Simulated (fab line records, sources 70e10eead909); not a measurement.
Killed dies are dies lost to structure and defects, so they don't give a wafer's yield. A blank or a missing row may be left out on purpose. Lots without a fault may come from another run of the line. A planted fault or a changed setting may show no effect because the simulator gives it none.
Chamber matching | flow nand_harc | NHARC_P_ZERO_WELL_ETCH_63 on rie_si-02: 4 sister chambers
The step etches the open film in HBr/Cl2, target depth 120 nm, time 40.1 s. 4 wafers are shown with their chamber, then 9 later ones without.

WAFERS WITH THEIR CHAMBER
wafer  | chamber | hbr_flow_sccm (sccm)
L087.2 | 1       | 150.8
L087.3 | 2       | 149.9
L090.3 | 3       | 149.4
L090.6 | 0       | 150.2

WAFERS WITHOUT THEIR CHAMBER
wafer  | hbr_flow_sccm (sccm)
L091.1 | 150.1
L091.3 | 149.9
L091.4 | 150.0
L092.1 | 149.9
L092.5 | 149.2
L092.6 | 150.1
L094.3 | 149.9
L094.4 | 150.3
L094.5 | 149.7

WHICH CHAMBER EACH WENT THROUGH
wafer  | from the rows above     | in truth
L091.1 | can't be placed: 0 or 2 | 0
L091.3 | 2                       | 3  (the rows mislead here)
L091.4 | can't be placed: 2 or 0 | 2
L092.1 | 2                       | 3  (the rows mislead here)
L092.5 | 3                       | 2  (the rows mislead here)
L092.6 | can't be placed: 0 or 2 | 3
L094.3 | 2                       | 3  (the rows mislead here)
L094.4 | 0                       | 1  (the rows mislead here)
L094.5 | can't be placed: 2 or 3 | 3
Placed correctly: 0 of 9. Can't be placed from these rows: 4 (the true chamber is among the candidates in 3). Placed wrongly: 5.
How it was worked out, from the rows above alone: a wafer's distance from a chamber is the root of the sum, over the readings, of the square of ((its reading less the chamber's mean) divided by the reading's scatter). The wafer belongs to the nearest chamber; if the next one is less than 2 further off, it can't be placed. A chamber's mean is the mean of its shown wafers. The scatter: with one shown wafer a chamber, the root of the mean of the squares of how far each hidden wafer lies from its nearest shown one.
